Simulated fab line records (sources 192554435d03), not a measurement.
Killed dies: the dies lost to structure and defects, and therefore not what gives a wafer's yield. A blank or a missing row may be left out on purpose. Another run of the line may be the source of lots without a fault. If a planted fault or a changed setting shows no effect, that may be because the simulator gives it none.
The tool behind it: which one? || flow n5 finfet || 11 lots, 33 wafers sampled, at 1 step of a route of 1938

== WHAT THE GAUGES SHOWED, per wafer ==
N5_BEOL_M10_CD_MEAS_28: target cd 70 nm.
{"lot": "L076", "measured": "day 9 08:20", "on": "cd sem-02", "cd nm (nm)": "71.4 71.1 70.5"}
{"lot": "L077", "measured": "day 9 22:41", "on": "cd sem-03", "cd nm (nm)": "68.0 70.0 69.2"}
{"lot": "L079", "measured": "day 10 12:23", "on": "cd sem-03", "cd nm (nm)": "70.8 71.0 70.0"}
{"lot": "L080", "measured": "day 13 13:44", "on": "cd sem-01", "cd nm (nm)": "70.9 69.1 71.2"}
{"lot": "L083", "measured": "day 13 14:05", "on": "cd sem-02", "cd nm (nm)": "66.4 68.2 66.6"}
{"lot": "L084", "measured": "day 13 21:59", "on": "cd sem-01", "cd nm (nm)": "69.2 67.9 68.7"}
{"lot": "L087", "measured": "day 14 05:13", "on": "cd sem-03", "cd nm (nm)": "69.8 69.7 69.0"}
{"lot": "L091", "measured": "day 14 12:09", "on": "cd sem-02", "cd nm (nm)": "67.0 68.8 67.5"}
{"lot": "L093", "measured": "day 15 01:20", "on": "cd sem-02", "cd nm (nm)": "70.0 71.9 70.8"}
{"lot": "L095", "measured": "day 15 12:10", "on": "cd sem-02", "cd nm (nm)": "70.2 66.6 68.0"}
{"lot": "L081", "measured": "day 16 14:50", "on": "cd sem-03", "cd nm (nm)": "66.4 66.9 66.8"}

== WHICH TOOL RAN EACH LOT (tool, then ch and the chambers of the sampled wafers, then the start) ==
No process step before these readings appears in the record.

== THE ANSWER, worked out from the rows above alone ==
Rule: the lots themselves supply what counts as usual. The widest of any qualifying gaps counts: lots, ordered by their means at a reading, are off when they make up no more than a third of the lots, leave a main group of 4 or more, and stand apart from it by 3 or more times the standard deviation of that group's means. A main group whose means are all the same, to the digits that the tables above print for the reading, isn't used. A lot without any number at a reading at which 4 lots or more have one is off too. Any other lot the step has rows for is counted as sound.
Across all readings shown, no lot is off: no conclusion can be drawn from this.

== WHAT THE SIMULATOR HAD PUT IN ==
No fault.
